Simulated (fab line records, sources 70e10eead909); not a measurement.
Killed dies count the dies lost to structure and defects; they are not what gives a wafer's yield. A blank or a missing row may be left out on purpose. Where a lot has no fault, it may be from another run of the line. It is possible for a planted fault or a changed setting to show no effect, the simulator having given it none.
A struck lot beside a sound one ; flow nand harc ; 41 out of 1302 route steps
Sound: wafers L770.1, L770.3, L770.6. Struck: wafers L782.2, L782.6 (left out: L782.1, a lot-mate that was not struck); the cause follows at the end.
Order at every step that has rows: each side's tool, ch and its chambers, its first start. Under that, the readings that differ: sound wafers ; struck wafers ; difference of the means ; sigmas: that difference in standard deviations of wafers without a fault.
alike: a reading whose means differ by less than 2 such deviations, as well as words and numbers matching on both sides. not compared: withheld readings; readings where some wafer has no value; bounds like >300 that might hide an equal value; numbers whose values overlap and for which the record gives no deviation.
A row with sigmas, a row that says differs or no value, or rows on one side alone: a step with any of these is where the two part. Numbers that have no deviation but don't overlap get no sigmas and don't part them. A reading missing from all wafers of one side parts the sides only when that side holds two or more wafers.

first, 5 steps without rows for these wafers: NHARC_A_STAIRCASE_SRD_154; NHARC_A_STAIRCASE_ETCH_403 (etches SiO2 in dHF, target depth 108.2 nm); NHARC_A_STAIRCASE_ETCHBACK_422 (etches the open film in CH3F/O2, target depth 40 nm, time 74.286 s); NHARC_A_STAIRCASE_ETCH_423 (etches SiO2 in dHF, target depth 30 nm); NHARC_A_STAIRCASE_ETCHBACK_157 (etches the open film in CH3F/O2, target depth 90 nm, time 167.14 s).
NHARC_A_STAIRCASE_STRIP_475: strips in O2, time 20 s.
  sound: rie diel-10 ch 2,3; struck: rie diel-01 ch 2,3
  alike: drypump motor current A, oes product au, rf vpp V, showerhead plenum p Torr, throttle valve pct
  not compared: rf hours counter h
then, 3 steps without rows for these wafers: NHARC_A_STAIRCASE_DEP_471 (deposits SiO2, target thk 100 nm); NHARC_A_STAIRCASE_CMP_472 (polishes SiO2); NHARC_A_STAIRCASE_SRD_474.
NHARC_A_STAIRCASE_INSPECT_155:
  struck on defect inspect-01, day 24 23:28; sound on defect inspect-01, day 19 21:53
  alike: raw defect count
NHARC_A_SGD_CUT_DEP_00: deposits SiNx, target thk 50 nm.
  sound on pecvd-01 ch 0,1,2, day 19 21:58; struck on pecvd-01 ch 0, day 24 23:32
  alike: heater power w
then, 10 steps without rows for these wafers: NHARC_A_SGD_CUT_DEHYDRATE_01 (time 120 s); NHARC_A_SGD_CUT_HMDS_02 (time 30 s); NHARC_A_SGD_CUT_COAT_56 (time 75 s); NHARC_A_SGD_CUT_COAT_57 (time 65 s); NHARC_A_SGD_CUT_COAT_03 (resist thk 90 nm); NHARC_A_SGD_CUT_SOFTBAKE_04 (time 55 s); NHARC_A_SGD_CUT_EBR_05; NHARC_A_SGD_CUT_EXPOSE_06 (exposes mask SGD); NHARC_A_SGD_CUT_PEB_07 (peb time 65 s); NHARC_A_SGD_CUT_DEVELOP_08 (develop time 35 s).
NHARC_A_SGD_CUT_CD_MEAS_09: the cd target is 100 nm.
  sound on cd sem-02 ch 0, day 19 22:41; struck on cd sem-01 ch 0, day 25 00:15
  alike: cd nm
NHARC_A_SGD_CUT_OVL_MEAS_10:
  struck on overlay-01, day 25 00:20; sound on overlay-02, day 19 22:46
reading;sound;struck;difference;sigmas
overlay x nm (nm);0.3 0.5 0.5;-1.4 -1.8;-2.0;-2
  alike: overlay y nm
NHARC_A_SGD_CUT_INSPECT_11:
  struck on defect inspect-02, day 25 00:23; sound on defect inspect-02, day 19 22:49
  alike: raw defect count
then, 1 step without rows for these wafers: NHARC_A_SGD_CUT_DESCUM_14 (chemistry O2, time 3 s).
NHARC_A_SGD_CUT_ETCH_58: etches the open film in CF4, target depth 39 nm, time 65 s.
  sound on rie diel-03 ch 0,2,3, day 19 22:58; struck on rie diel-12 ch 0,1, day 25 00:32
  alike: drypump motor current A, oes product au, rf vpp V, showerhead plenum p Torr, throttle valve pct
  not compared: rf hours counter h
then, 1 step without rows for these wafers: NHARC_A_SGD_CUT_ETCH_59 (etches the open film in N2/H2, target depth 260 nm, time 406.25 s).
NHARC_A_SGD_CUT_ETCH_15: etches the open film in CH3F/O2, target depth 75 nm, time 64.3 s.
  sound: rie diel-03 ch 0,1,2; struck: rie diel-12 ch 1,3
  alike: drypump motor current A, oes product au, rf vpp V, showerhead plenum p Torr, throttle valve pct
  not compared: rf hours counter h
NHARC_A_SGD_CUT_ETCH_16: etches the open film in C4F8/O2/Ar, target depth 310.5 nm, time 155.2 s.
  sound: rie diel-03 ch 0,1; struck: rie diel-12 ch 0
reading;sound;struck;difference;sigmas
oes product au (a.u.);0.979 0.977 0.979;0.920 0.921;-0.058;-3
  alike: rf vpp V
  not compared: rf hours counter h
then, 6 steps without rows for these wafers: NHARC_A_SGD_CUT_STRIP_60 (strips in C4F8/O2/Ar); NHARC_A_SGD_CUT_STRIP_17 (strips in O2); NHARC_A_SGD_CUT_PRECLEAN_18 (cleans in SC1); NHARC_A_SGD_CUT_SRD_19; NHARC_A_SGD_CUT_DEP_20 (deposits SiO2, target thk 150 nm); NHARC_A_SGD_CUT_ANNEAL_27 (time 1800 s).
NHARC_A_SGD_CUT_CMP_21: polishes, target thk 148.19 nm.
  sound on cmp-02 ch 0,1,2, day 20 04:37; struck on cmp-01 ch 0,1, day 25 06:54
reading;sound;struck;difference;sigmas
time to endpoint s (s);52 61 59;48 46;-10;-3
  alike: motor current A
NHARC_A_SGD_CUT_THK_MEAS_22: measures by ellipsometry.
  struck on film metro-02, day 25 07:07; sound on film metro-01, day 20 04:52
  alike: thk nm
then, 3 steps without rows for these wafers: NHARC_A_SGD_CUT_SRD_23; NHARC_A_SGD_CUT_ETCH_26 (etches SiO2 in dHF, target depth 45.8 nm); NHARC_A_SGD_CUT_ETCHBACK_24 (etches the open film in CH3F/O2, target depth 50 nm, time 92.857 s).
-- break in the record here, with 6 days between the starts of the struck wafers on either side (left off in module A_SGD_CUT, picked up again in module END, where the first step shown is number 1302 on the route) --
NHARC_END_SORT_01:
  the record has rows for the struck wafers here (prober-01 ch 0, day 31 09:04) and none for the sound ones

## WHERE THEY PART
At NHARC_A_SGD_CUT_OVL_MEAS_10 first; at NHARC_END_SORT_01 last (within this record only).

WHY: whatever the simulator had introduced
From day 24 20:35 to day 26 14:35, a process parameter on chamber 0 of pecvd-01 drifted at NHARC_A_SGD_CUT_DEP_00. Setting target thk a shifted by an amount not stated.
